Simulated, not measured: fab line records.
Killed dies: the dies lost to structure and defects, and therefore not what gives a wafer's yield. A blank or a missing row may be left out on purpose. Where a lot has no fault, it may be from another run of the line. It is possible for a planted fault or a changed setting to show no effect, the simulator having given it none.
The tool behind it: which one? | flow n5Finfet | 13 lots with 39 wafers sampled at 2 steps, on a route of 1938 steps

== WHAT THE GAUGES SHOWED, per wafer ==
N5_BEOL_M10_THK_MEAS_01. Usual: for M10_ILD_THK the level is 268 nm and the standard deviation is 3.4.
lot  | measured     | on           | M10_ILD_THK (nm) | flag
L543 | day 9 21:30  | filmMetro-01 | 267 270 271      | 
L545 | day 10 04:11 | filmMetro-02 | 267 266 269      | 
L548 | day 11 10:15 | filmMetro-01 | 269 273 272      | 
L549 | day 11 12:48 | filmMetro-02 | 265 268 267      | 
L550 | day 12 03:22 | filmMetro-02 | 270 272 270      | 
L551 | day 12 04:03 | filmMetro-02 | 271 271 274      | 
L552 | day 12 09:55 | filmMetro-02 | 264 264 268      | 
L561 | day 14 04:12 | filmMetro-02 | 267 268 271      | 
L559 | day 14 06:27 | filmMetro-02 | 264 268 265      | 
L563 | day 15 06:30 | filmMetro-02 | 266 265 272      | 
L566 | day 15 10:47 | filmMetro-02 | 268 269 272      | 
L562 | day 15 11:08 | filmMetro-01 | 263 268 268      | 
L564 | day 15 11:36 | filmMetro-01 | 266 264 264      | 

== WHICH TOOL RAN EACH LOT (tool, then ch and the chambers of the sampled wafers, then the start) ==
lot  | N5_BEOL_M9_CMP_52
L543 | cmp-01 ch 1,3, day 9 20:26
L545 | cmp-01 ch 0,1,2, day 10 03:10
L548 | cmp-01 ch 0,1,2, day 11 09:16
L549 | cmp-03 ch 1,2,3, day 11 11:45
L550 | cmp-02 ch 0,3, day 12 02:17
L551 | cmp-02 ch 2,3, day 12 02:58
L552 | cmp-02 ch 0,1,3, day 12 08:50
L561 | cmp-01 ch 0,1,3, day 14 03:09
L559 | cmp-01 ch 0,1,3, day 14 05:16
L563 | cmp-03 ch 1,2,3, day 15 05:25
L566 | cmp-03 ch 0,1, day 15 09:34
L562 | cmp-02 ch 0,1, day 15 09:45
L564 | cmp-03 ch 0,1,3, day 15 10:06
- N5_BEOL_M9_CMP_52: polishes, stops on SiCOH lowk, t overpolish 7 s, target thk 140 nm.

== AS READ BY THE TOOLS THEMSELVES (means over the sampled wafers that have a number; for cases with no such wafer, the mark the record gives instead) ==
N5_BEOL_M9_CMP_52. Usual: barrierFieldEndpointS 29.3 s, standard deviation 0.58; clearingPlatenRpm 50.000 rpm, standard deviation 0.025; motorCurrentA 6.2 A, standard deviation 0.65; overpolishRunS 7.001 s, standard deviation 0.01; timeToEndpointS 67.0 s, standard deviation 2.5.
lot  | tool   | barrierFieldEndpointS (s) | clearingPlatenRpm (rpm) | motorCurrentA (A) | overpolishRunS (s) | timeToEndpointS (s) | flag
L543 | cmp-01 | 29.3                      | 50.010                  | 6.4               | 6.991              | 68.1                | 
L545 | cmp-01 | 29.0                      | 49.997                  | 6.0               | 7.010              | 62.8                | 
L548 | cmp-01 | 29.9                      | 50.005                  | 5.9               | 7.008              | 67.0                | 
L549 | cmp-03 | 29.8                      | 49.982                  | 6.1               | 7.015              | 68.2                | 
L550 | cmp-02 | 29.8                      | 49.986                  | 7.5               | 6.997              | 68.8                | 
L551 | cmp-02 | 29.2                      | 49.983                  | 6.8               | 6.994              | 68.1                | 
L552 | cmp-02 | 28.5                      | 50.010                  | 7.1               | 7.002              | 66.5                | 
L561 | cmp-01 | 20.7                      | 50.007                  | 6.1               | 7.001              | 47.6                | OFF
L559 | cmp-01 | 24.7                      | 49.989                  | 6.1               | 7.004              | 54.7                | OFF
L563 | cmp-03 | 29.6                      | 49.993                  | 6.0               | 7.000              | 69.3                | 
L566 | cmp-03 | 28.9                      | 50.010                  | 5.9               | 7.000              | 68.8                | 
L562 | cmp-02 | 29.6                      | 50.000                  | 6.4               | 6.998              | 68.1                | 
L564 | cmp-03 | 29.8                      | 49.995                  | 5.7               | 6.998              | 71.7                | 

== THE ANSWER, worked out from the rows above alone ==
Rule: a lot counts as off when the mean over its wafers that have a number is more than 3 standard deviations away from the usual mean. A lot without any number at a reading at which 4 lots or more have one is off too. All remaining lots with rows at the step are treated as sound. Order of review: gauges by route order, followed by the tools' own readings, for which a lot's mean as printed above is used. The first step at which some lot is off is used, and at that step the reading that is off furthest; a lot without a number counts as furthest.
Off: L561, L559, at N5_BEOL_M9_CMP_52 (barrierFieldEndpointS).
A tool fits if, at that step or a process step before it, it ran every lot that is off, and no sound lot after the first of them. One candidate fits, namely cmp-01 at N5_BEOL_M9_CMP_52. A fault onset in the window from L548 (day 11 09:16, its last sound lot) to L561 (day 14 03:09, its first lot off) fits.
The tool's own readings at N5_BEOL_M9_CMP_52 bear it out: on the lots that are off they differ by more than 5 times the standard deviation of the sound lots' means. barrierFieldEndpointS reads 22.7 s there against 29.4 s on the sound lots; timeToEndpointS reads 51.2 s there against 67.9 s on the sound lots.

== WHAT WAS PUT IN BY THE SIMULATOR ==
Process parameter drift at N5_BEOL_M9_CMP_52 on cmp-01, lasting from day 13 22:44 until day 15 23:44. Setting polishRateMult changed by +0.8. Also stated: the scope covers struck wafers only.
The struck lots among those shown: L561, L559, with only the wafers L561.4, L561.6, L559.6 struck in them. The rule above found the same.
